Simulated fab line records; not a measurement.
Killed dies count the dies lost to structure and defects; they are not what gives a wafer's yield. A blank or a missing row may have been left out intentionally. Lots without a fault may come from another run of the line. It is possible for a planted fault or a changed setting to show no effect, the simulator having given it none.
Chamber matching ; flow n5-finfet ; N5_DUMMY_GATE_ETCH_44 on rie-si-01: 4 sister chambers
The step etches poly-Si in HBr/O2, stops on SiO2, target depth 127.5 nm. 8 wafers are shown with their chamber, then 7 later ones without.

## EACH WAFER AND ITS CHAMBER
wafer;chamber;drypump-motor-current-A (A);throttle-valve-pct (%)
L076.1;2;5.5;18.15
L077.2;2;5.5;18.16
L084.1;0;6.8;18.58
L086.1;3;5.7;18.75
L086.3;0;6.7;18.57
L086.4;1;5.2;18.57
L087.3;3;5.7;18.76
L087.4;1;5.1;18.60

## WAFERS MISSING THEIR CHAMBER
wafer;drypump-motor-current-A (A);throttle-valve-pct (%)
L087.6;5.2;18.58
L092.1;6.7;18.56
L092.3;5.5;18.15
L092.6;5.2;18.59
L096.1;5.7;18.77
L096.2;6.8;18.58
L096.6;6.8;18.56

## CHAMBER TAKEN BY EACH
wafer;from the rows above;in truth
L087.6;1;1
L092.1;0;0
L092.3;2;2
L092.6;1;1
L096.1;3;3
L096.2;0;0
L096.6;0;0
Correct placement for 7 of the 7. Number that these rows cannot place: 0. Wrongly placed: 0.
How it was worked out, from the rows above alone: a wafer's distance from a chamber is the root of the sum, over the readings, of the square of ((its reading less the chamber's mean) divided by the reading's scatter). If the next closest chamber is less than 2 further off than the closest, the wafer can't be placed; otherwise it belongs to the closest. The mean given for a chamber averages the wafers shown for that chamber. The scatter is the square root of a quotient: the sum, over the shown wafers, of each reading's squared deviation from its chamber's mean, divided by wafers minus chambers.
